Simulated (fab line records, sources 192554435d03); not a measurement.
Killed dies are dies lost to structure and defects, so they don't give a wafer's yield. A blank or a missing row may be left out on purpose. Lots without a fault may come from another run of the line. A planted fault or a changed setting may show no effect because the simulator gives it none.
Chamber matching | flow n5_finfet | N5_BEOL_M8_STRIP_19 on rie_diel-01: 4 sister chambers
The step strips in O2. 4 wafers are shown with their chamber, then 9 later ones without.

WAFERS WITH THEIR CHAMBER
wafer  | chamber | drypump_motor_current_A (A)
L087.3 | 2       | 5.7
L088.2 | 0       | 6.5
L088.4 | 1       | 5.7
L088.6 | 3       | 4.8

WAFERS WITHOUT THEIR CHAMBER
wafer  | drypump_motor_current_A (A)
L093.1 | 5.7
L093.3 | 6.5
L093.4 | 5.7
L095.2 | 5.7
L095.5 | 5.7
L095.6 | 5.7
L097.1 | 4.8
L097.2 | 5.8
L097.4 | 5.7

WHICH CHAMBER EACH WENT THROUGH
wafer  | from the rows above     | in truth
L093.1 | can't be placed: 1 or 2 | 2
L093.3 | 0                       | 0
L093.4 | can't be placed: 1 or 2 | 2
L095.2 | can't be placed: 1 or 2 | 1
L095.5 | can't be placed: 1 or 2 | 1
L095.6 | can't be placed: 1 or 2 | 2
L097.1 | 3                       | 3
L097.2 | can't be placed: 1 or 2 | 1
L097.4 | can't be placed: 1 or 2 | 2
Placed correctly: 2 of 9. Can't be placed from these rows: 7 (the true chamber is among the candidates in 7). Placed wrongly: 0.
How it was worked out, from the rows above alone: a wafer's distance from a chamber is the root of the sum, over the readings, of the square of ((its reading less the chamber's mean) divided by the reading's scatter). The wafer belongs to the nearest chamber; if the next one is less than 2 further off, it can't be placed. A chamber's mean is the mean of its shown wafers. The scatter: with one shown wafer a chamber, the root of the mean of the squares of how far each hidden wafer lies from its nearest shown one.
